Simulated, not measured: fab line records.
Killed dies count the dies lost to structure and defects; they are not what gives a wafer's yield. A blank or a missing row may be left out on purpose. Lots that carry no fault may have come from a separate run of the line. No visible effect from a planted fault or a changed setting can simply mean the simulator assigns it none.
Problem report in the 8D (eight disciplines) form, filled by code + flow nandHarc + the parts of the form that need people (team, actions taken, sign-off) are left out

1. PROBLEM STATEMENT
A mean of 265 is read at NHARC_END_SORT_01 for killedAtArray, taken on 1 wafer of 1 lot, against 55 (standard deviation 19) on wafers free of any fault. That is +11 standard deviations from the usual mean.
The first sign was on wafer L480.2 at day 32 03:56, on prober-01. The record holds 33 wafers of 11 lots with a number at this step. The rule behind "out" and "out of limits": a value lying over 4 standard deviations away from the usual mean. Any other wafer with a number is counted as sound.

2. WHAT IT IS, WHAT IT ISN'T
| question                    | is                        | is not                                                                    |
|-----------------------------|---------------------------|---------------------------------------------------------------------------|
| which readings at this step | killedAtArray, killedDies | killedAtOther, killedAtPeriphery, killedOpen, killedShort                 |
| which lots                  | L480                      | L461, L462, L463, L465, L466, L467, L468, L471, L472, L482                |
| which wafers of those lots  | L480.2                    | L480.1, L480.5                                                            |
| read on which gauges        | prober-01                 | prober-02                                                                 |
| when                        | from day 32 03:56         | up to then (28 sound wafers); but 4 sound wafers of L480, L482 came after |

3. WHAT RULES OUT EACH SUSPECT
Counting: any tool at a process step up to the reading remains a suspect provided it ran every lot that is out. Sound lots after the first of them don't rule it out here, since some wafers of a struck lot are sound.
- the gauge at NHARC_END_SORT_01: ruled out. All the wafers that are out were read on prober-01, but those of them that NHARC_A_STAIRCASE_ETCH_232 has rows for are out there too, on other tools.
- rieDiel-03 at NHARC_A_STAIRCASE_TRIM_187 (chemistry O2, time 211.2 s): kept. L480, the lot that is out, went through it at day 23 18:34; up to then, the latest sound lot through it was L461 at day 15 23:13.
- rieDiel-11 at NHARC_A_STAIRCASE_TRIM_222 (chemistry O2, time 211.2 s): kept. L480, the lot that is out, went through it at day 23 23:56; up to then, the latest sound lot through it was L471 at day 20 13:29. NHARC_A_STAIRCASE_TRIM_222 gives no start for some lots, so the hours and the order of its lots are those of NHARC_A_STAIRCASE_ETCH_232.
- rieDiel-11 at NHARC_A_STAIRCASE_ETCH_232 (etches the open film in C4F8/O2, target depth 100 nm, time 40.5 s): kept. L480, the lot that is out, went through it at day 23 23:56; up to then, the latest sound lot through it was L471 at day 20 13:29. Its own runLengthS readings are out on those wafers.
- aclDep-03 at NHARC_A_STAIRCASE_HM_DEP_456 (deposits aC, target thk 3100 nm): kept. L480, the lot that is out, went through it at day 24 05:46; up to then, the latest sound lot through it was L467 at day 18 20:49.
- The sound lot-mates ran in chamber 1 of rieDiel-03 at NHARC_A_STAIRCASE_TRIM_187, but the wafers that are out ran in chamber 0.
- At NHARC_A_STAIRCASE_TRIM_222, inside rieDiel-11: chamber 3 took the wafers that are out, while their sound lot-mates went through chambers 0, 2.
- The sound lot-mates ran in chamber 1 of rieDiel-11 at NHARC_A_STAIRCASE_ETCH_232, but the wafers that are out ran in chamber 2.
Left after counting: rieDiel-03 at NHARC_A_STAIRCASE_TRIM_187, rieDiel-11 at NHARC_A_STAIRCASE_TRIM_222, rieDiel-11 at NHARC_A_STAIRCASE_ETCH_232, aclDep-03 at NHARC_A_STAIRCASE_HM_DEP_456.

4. THE CAUSE (what the simulator had put in)
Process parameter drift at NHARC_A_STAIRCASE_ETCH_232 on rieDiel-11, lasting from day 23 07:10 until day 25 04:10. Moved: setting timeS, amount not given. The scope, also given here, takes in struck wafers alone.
This tool is one of the 4 suspects left after counting.

5. THE CHAIN OF EFFECTS, in route order
Each row: a reading where the mean over the struck wafers with a number is more than 3 standard deviations away from the usual. Scope: only readings with a usual standard deviation given in the record; hours: median across lots of the time from each lot's start at the first step in this table that gives one to its start at this step; sigmas: change in usual standard deviations.
| hours | step                       | reading       | usual  | on struck wafers | change | sigmas |
|-------|----------------------------|---------------|--------|------------------|--------|--------|
| 0     | NHARC_A_STAIRCASE_ETCH_232 | runLengthS    | 61.9 s | 52.6             | -9.3   | -22    |
| 196   | NHARC_END_SORT_01          | killedAtArray | 55     | 265              | +210   | +11    |
| 196   | NHARC_END_SORT_01          | killedDies    | 60     | 266              | +206   | +11    |
Its process steps:
- NHARC_A_STAIRCASE_ETCH_232: etches the open film in C4F8/O2, target depth 100 nm, time 40.5 s.
Readings that are blank on the struck wafers while sound wafers have them: biasW at NHARC_A_STAIRCASE_ETCH_232; susceptorTempC at NHARC_A_STAIRCASE_HM_DEP_456.

6. WHAT WOULD HAVE CAUGHT IT SOONER
213 hours passed between the start of the fault at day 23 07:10 and the first reading out of limits at a measuring or inspecting step in this record, taken at day 32 03:56.
At NHARC_A_STAIRCASE_ETCH_232, the tool's own readings (runLengthS) were out on each struck wafer the step has a row for, so an alarm limit on them would have fired on the first such wafer.
All the lots that are out (1) had begun NHARC_A_STAIRCASE_ETCH_232 on rieDiel-11 by day 32 03:56. None of them would have been spared by holding the tool at that moment.
